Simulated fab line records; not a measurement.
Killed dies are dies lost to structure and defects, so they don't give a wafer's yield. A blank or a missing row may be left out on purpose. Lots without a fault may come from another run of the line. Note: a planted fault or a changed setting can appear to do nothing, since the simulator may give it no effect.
Lot-split experiment + flow n5Finfet + 39 wafers read from 7 lots, route of 1938 steps

## ABOUT THE SPLIT
At N5_SD_EPI_N_ETCH_35 (etches SOC in N2/H2, overetch 108 nm, time 486 s), the setting sourceW was moved away from the recipe's 3000 W on 9 of the 39 wafers read, by +8.7% to +15.9%. For the rest of the wafers, this setting stayed at what the recipe calls for.

The reading comes from the split's own step.

## THE READING
rfVppV, in V, at N5_SD_EPI_N_ETCH_35 (etches SOC in N2/H2, overetch 108 nm, time 486 s). A value of 240.0 V with a standard deviation of 1.3 V is what fault-free wafers of this fab line usually give.

| wafer  | tool, chamber at the split | sourceW as run, W | against the recipe | rfVppV, V | against lot-mates on the recipe |
|--------|----------------------------|-------------------|--------------------|-----------|---------------------------------|
| L077.1 | rieDiel-04, 2              | 3477              | +15.9%             | 227.9     | -12.2                           |
| L077.2 | rieDiel-04, 0              | 3477              | +15.9%             | 227.9     | -12.2                           |
| L077.3 | rieDiel-04, 3              | 3000              | recipe             | 240.1     | -                               |
| L077.4 | rieDiel-04, 1              | 3477              | +15.9%             | 227.6     | -12.5                           |
| L077.5 | rieDiel-04, 2              | 3000              | recipe             | 241.7     | -                               |
| L077.6 | rieDiel-04, 3              | 3000              | recipe             | 238.6     | -                               |
| L078.2 | rieDiel-06, 1              | 3000              | recipe             | 240.1     | -                               |
| L078.3 | rieDiel-06, 2              | 3000              | recipe             | 239.3     | -                               |
| L078.4 | rieDiel-06, 3              | 3000              | recipe             | 239.2     | -                               |
| L081.1 | rieDiel-04, 2              | 3000              | recipe             | 239.4     | -                               |
| L081.2 | rieDiel-04, 3              | 3000              | recipe             | 240.6     | -                               |
| L081.3 | rieDiel-04, 0              | 3000              | recipe             | 239.7     | -                               |
| L081.4 | rieDiel-04, 1              | 3000              | recipe             | 239.3     | -                               |
| L081.5 | rieDiel-04, 2              | 3000              | recipe             | 239.5     | -                               |
| L081.6 | rieDiel-04, 1              | 3000              | recipe             | 239.1     | -                               |
| L082.1 | rieDiel-03, 1              | 3308              | +10.3%             | 232.5     | -6.9                            |
| L082.2 | rieDiel-03, 0              | 3000              | recipe             | 241.3     | -                               |
| L082.3 | rieDiel-03, 3              | 3000              | recipe             | 238.0     | -                               |
| L082.4 | rieDiel-03, 1              | 3000              | recipe             | 238.9     | -                               |
| L082.5 | rieDiel-03, 0              | 3308              | +10.3%             | 232.3     | -7.1                            |
| L082.6 | rieDiel-03, 3              | 3308              | +10.3%             | 230.5     | -8.9                            |
| L083.1 | rieDiel-03, 0              | 3000              | recipe             | 242.1     | -                               |
| L083.2 | rieDiel-03, 1              | 3000              | recipe             | 239.9     | -                               |
| L083.3 | rieDiel-03, 2              | 3000              | recipe             | 240.0     | -                               |
| L083.4 | rieDiel-03, 2              | 3000              | recipe             | 239.8     | -                               |
| L083.5 | rieDiel-03, 0              | 3000              | recipe             | 240.1     | -                               |
| L083.6 | rieDiel-03, 1              | 3000              | recipe             | 238.4     | -                               |
| L087.1 | rieDiel-06, 0              | 3000              | recipe             | 241.3     | -                               |
| L087.2 | rieDiel-06, 1              | 3000              | recipe             | 239.4     | -                               |
| L087.3 | rieDiel-06, 2              | 3000              | recipe             | 238.0     | -                               |
| L087.4 | rieDiel-06, 3              | 3000              | recipe             | 239.5     | -                               |
| L087.5 | rieDiel-06, 3              | 3000              | recipe             | 240.0     | -                               |
| L087.6 | rieDiel-06, 0              | 3000              | recipe             | 239.5     | -                               |
| L093.1 | rieDiel-03, 1              | 3000              | recipe             | 237.8     | -                               |
| L093.2 | rieDiel-03, 3              | 3000              | recipe             | 243.7     | -                               |
| L093.3 | rieDiel-03, 2              | 3261              | +8.7%              | 233.0     | -7.1                            |
| L093.4 | rieDiel-03, 0              | 3261              | +8.7%              | 234.2     | -5.9                            |
| L093.5 | rieDiel-03, 3              | 3261              | +8.7%              | 235.6     | -4.5                            |
| L093.6 | rieDiel-03, 2              | 3000              | recipe             | 238.7     | -                               |

FIT RESULTS
A straight line over all 39 wafers: rfVppV changes by -0.74 V for each +1% of sourceW; r = -0.95; the points scatter about the line by 1.2 V.
The same after taking each lot's own level away (the mean of its wafers on the recipe; 39 wafers): -0.752 V for each +1%; r = -0.96; scatter 1.2 V.
On that fit, the largest move of sourceW shifts the reading by 12 V.
Across the lots, their own levels run from 239.40 to 240.13 V, a range of 0.6 times the standard deviation given above.
Hence the lot-to-lot level has little effect on the slope; both slopes agree.
Check: with one of the wafers moved furthest among these (+15.9%) left out of the fit, the line predicts -11.8 V for it against its lot-mates. It came out at -12.2 V against them.
Tool readings at the split's step, against how far the setting was moved: rfVppV r = -0.95.

## OTHER SPLITS APPLIED TO THESE WAFERS
Note: prior to the reading, these wafers also went through further splits. Each is held against what the fit with the lots' levels taken away leaves over:
| other split on the same wafers   | wafers away from the commonest value | r with rfVppV (lot level and that fit taken away) |
|----------------------------------|--------------------------------------|---------------------------------------------------|
| N5_WELL_APT_IMPLANT_32 energyKev | 15                                   | -0.19                                             |
| N5_FIN_SAQP_ETCH_69 targetDepthA | 18                                   | +0.18                                             |
| N5_DUMMY_GATE_ETCH_32 timeS      | 9                                    | +0.10                                             |
| N5_DUMMY_GATE_ETCH_42 biasW      | 15                                   | -0.09                                             |

## THE FILE'S OWN FIT
rfVppV changes by -0.751 V for each +1% of sourceW, r = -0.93.
